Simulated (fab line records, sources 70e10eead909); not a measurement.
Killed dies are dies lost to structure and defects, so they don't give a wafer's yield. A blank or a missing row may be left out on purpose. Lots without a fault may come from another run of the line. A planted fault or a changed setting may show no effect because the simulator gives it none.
A struck lot beside a sound one | flow nand_harc | 13 steps out of a route of 1302
Sound: wafers L220.2, L220.3, L220.5. Struck: wafers L227.1, L227.5. (L227.2 of the same lot was not struck and is left out.) The cause comes at the end.
At each step with rows: each side's tool, then ch and its chambers, then its first start. Under that, the readings that differ: sound wafers | struck wafers | difference of the means | sigmas: that difference in standard deviations of wafers without a fault.
alike: readings whose means differ by less than 2 such deviations, and words and numbers that are the same on both sides. not compared: withheld readings, readings that some wafer has no value for, bounds like >300 that may hide the same value, and numbers for which the record gives no deviation and whose values overlap.
The two part at a step that has a row with sigmas, a row that says differs or no value, or rows on one side only. Numbers that don't overlap but have no deviation are shown without sigmas and don't part them. A reading that every wafer of one side lacks parts them only if that side has two wafers or more.

first, 1 step without rows for these wafers: NHARC_A_WL_FILL_RTA_01 (time 5 s).
NHARC_A_WL_FILL_ALD_02: deposits TiN, target thk 2 nm, pulse time 3 s, ald cycles 100.
  sound on ald_metal-04 ch 0,1,2, day 21 14:23; struck on ald_metal-03 ch 0,2, day 24 10:02
  alike: heater_power_w, precursor_pulse_height_rel
  not compared: ald_cycles
NHARC_A_WL_FILL_CVD_03: deposits W, target thk 40 nm, time 279 s.
  sound on cvd_w-02 ch 0,1, day 21 14:52; struck on cvd_w-01 ch 0,1, day 24 10:26
  reading                | sound       | struck  | difference | sigmas
  throttle_valve_pct (%) | 8.6 8.5 8.5 | 7.8 7.8 | -0.7       | -2
  alike: heater_power_w
NHARC_A_WL_FILL_ETCHBACK_04: etches the open film in NF3, target depth 60 nm, time 120 s.
  sound on rie_metal-03 ch 0,1, day 21 15:13; struck on rie_metal-01 ch 0,1, day 24 10:49
  alike: drypump_motor_current_A, oes_product_au
  not compared: rf_hours_counter_h
NHARC_A_WL_FILL_ETCHBACK_05: etches the open film in Cl2/BCl3, target depth 22 nm, time 60 s.
  sound on rie_metal-03 ch 0,1, day 21 15:26; struck on rie_metal-01 ch 0,1, day 24 11:03
  alike: drypump_motor_current_A, oes_product_au
  not compared: rf_hours_counter_h
NHARC_A_WL_FILL_STRIP_27: strips in N2/H2, time 20 s.
  sound on plasma_asher-01 ch 0,1, day 21 15:53; struck on plasma_asher-02 ch 1, day 24 11:11
  alike: drypump_motor_current_A, heater_power_w
  not compared: rf_hours_counter_h
then, 4 steps without rows for these wafers: NHARC_A_WL_FILL_STRIP_28 (strips in post etch residue remover, time 1200 s); NHARC_A_WL_FILL_PRECLEAN_06 (cleans in DIW, time 300 s); NHARC_A_WL_FILL_SRD_07; NHARC_A_WL_FILL_ANNEAL_08 (time 1800 s).
NHARC_A_WL_FILL_ALD_10: deposits SiO2, target thk 50 nm, pulse time 10 s, ald cycles 500.
  sound on ald_hk-04 ch 0,1,3, day 21 22:50; struck on ald_hk-04 ch 0,2, day 24 20:13
  reading    | sound       | struck  | difference | sigmas
  ald_cycles | 500 500 500 | 463 463 | -37        |
  alike: heater_power_w, precursor_pulse_height_rel
then, 1 step without rows for these wafers: NHARC_A_WL_FILL_ETCHBACK_16 (etches the open film in C4F8/O2/Ar, target depth 120 nm, time 24 s).
-- the record jumps here: 4 days lie between the struck wafers' starts before and after (it left off in module A_WL_FILL and takes up again in module END, whose first step shown is number 1302 of the route) --
NHARC_END_SORT_01:
  the record has rows for the struck wafers here (prober-01 ch 0, day 28 13:52) and none for the sound ones

WHERE THEY PART
First at NHARC_A_WL_FILL_CVD_03; last, within this record, at NHARC_END_SORT_01.

WHY: what the simulator had put in
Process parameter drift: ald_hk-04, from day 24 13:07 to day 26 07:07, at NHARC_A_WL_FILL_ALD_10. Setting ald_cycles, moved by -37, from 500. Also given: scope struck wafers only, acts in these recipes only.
